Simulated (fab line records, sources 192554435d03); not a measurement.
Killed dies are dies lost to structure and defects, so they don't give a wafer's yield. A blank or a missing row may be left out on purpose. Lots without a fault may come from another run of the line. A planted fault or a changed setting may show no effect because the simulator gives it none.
Chamber matching | flow n5_finfet | N5_BEOL_M8_PECVD_70 on pecvd-04: 3 sister chambers
The step deposits SiO2 from TEOS/O2, target thk 20 nm, time 22.7 s. 6 wafers are shown with their chamber, then 12 later ones without.

WAFERS WITH THEIR CHAMBER
wafer  | chamber | showerhead_plenum_p_Torr (Torr) | throttle_valve_pct (%)
L085.3 | 2       | 8.98                            | 21.7
L087.2 | 1       | 8.80                            | 21.8
L087.4 | 0       | 8.87                            | 22.6
L088.3 | 0       | 8.87                            | 22.4
L088.4 | 2       | 8.97                            | 21.8
L088.5 | 1       | 8.80                            | 21.9

WAFERS WITHOUT THEIR CHAMBER
wafer  | showerhead_plenum_p_Torr (Torr) | throttle_valve_pct (%)
L090.1 | 8.87                            | 22.4
L090.2 | 8.98                            | 22.0
L090.3 | 8.81                            | 22.0
L092.1 | 8.97                            | 21.8
L092.2 | 8.80                            | 22.1
L092.3 | 8.87                            | 22.3
L092.4 | 8.87                            | 22.7
L092.5 | 8.96                            | 21.8
L092.6 | 8.78                            | 21.9
L096.1 | 8.79                            | 22.2
L096.4 | 8.97                            | 22.2
L096.6 | 8.88                            | 22.5

WHICH CHAMBER EACH WENT THROUGH
wafer  | from the rows above | in truth
L090.1 | 0                   | 0
L090.2 | 2                   | 2
L090.3 | 1                   | 1
L092.1 | 2                   | 2
L092.2 | 1                   | 1
L092.3 | 0                   | 0
L092.4 | 0                   | 0
L092.5 | 2                   | 2
L092.6 | 1                   | 1
L096.1 | 1                   | 1
L096.4 | 2                   | 2
L096.6 | 0                   | 0
Placed correctly: 12 of 12. Can't be placed from these rows: 0. Placed wrongly: 0.
How it was worked out, from the rows above alone: a wafer's distance from a chamber is the root of the sum, over the readings, of the square of ((its reading less the chamber's mean) divided by the reading's scatter). The wafer belongs to the nearest chamber; if the next one is less than 2 further off, it can't be placed. A chamber's mean is the mean of its shown wafers. The scatter: the root of (the sum of the squares of (reading less its chamber's mean) over the shown wafers, divided by (wafers less chambers)).
